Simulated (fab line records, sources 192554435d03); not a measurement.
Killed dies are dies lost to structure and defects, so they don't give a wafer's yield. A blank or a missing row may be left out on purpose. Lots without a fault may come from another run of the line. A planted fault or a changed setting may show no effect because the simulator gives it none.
Chamber matching | flow n5_finfet | N5_DUMMY_GATE_ALD_02 on ald_sin-04: 4 sister chambers
The step deposits SiO2, target thk 2 nm, pulse time 1 s. 4 wafers are shown with their chamber, then 7 later ones without.

WAFERS WITH THEIR CHAMBER
wafer  | chamber | heater_power_outer_w (W)
L326.6 | 1       | 255
L327.5 | 0       | 216
L330.1 | 2       | 250
L330.4 | 3       | 313

WAFERS WITHOUT THEIR CHAMBER
wafer  | heater_power_outer_w (W)
L330.6 | 307
L335.4 | 306
L335.5 | 251
L335.6 | 318
L337.1 | 262
L337.3 | 309
L337.4 | 255

WHICH CHAMBER EACH WENT THROUGH
wafer  | from the rows above     | in truth
L330.6 | 3                       | 3
L335.4 | 3                       | 3
L335.5 | can't be placed: 2 or 1 | 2
L335.6 | 3                       | 3
L337.1 | can't be placed: 1 or 2 | 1
L337.3 | 3                       | 3
L337.4 | can't be placed: 1 or 2 | 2
Placed correctly: 4 of 7. Can't be placed from these rows: 3 (the true chamber is among the candidates in 3). Placed wrongly: 0.
How it was worked out, from the rows above alone: a wafer's distance from a chamber is the root of the sum, over the readings, of the square of ((its reading less the chamber's mean) divided by the reading's scatter). The wafer belongs to the nearest chamber; if the next one is less than 2 further off, it can't be placed. A chamber's mean is the mean of its shown wafers. The scatter: with one shown wafer a chamber, the root of the mean of the squares of how far each hidden wafer lies from its nearest shown one.
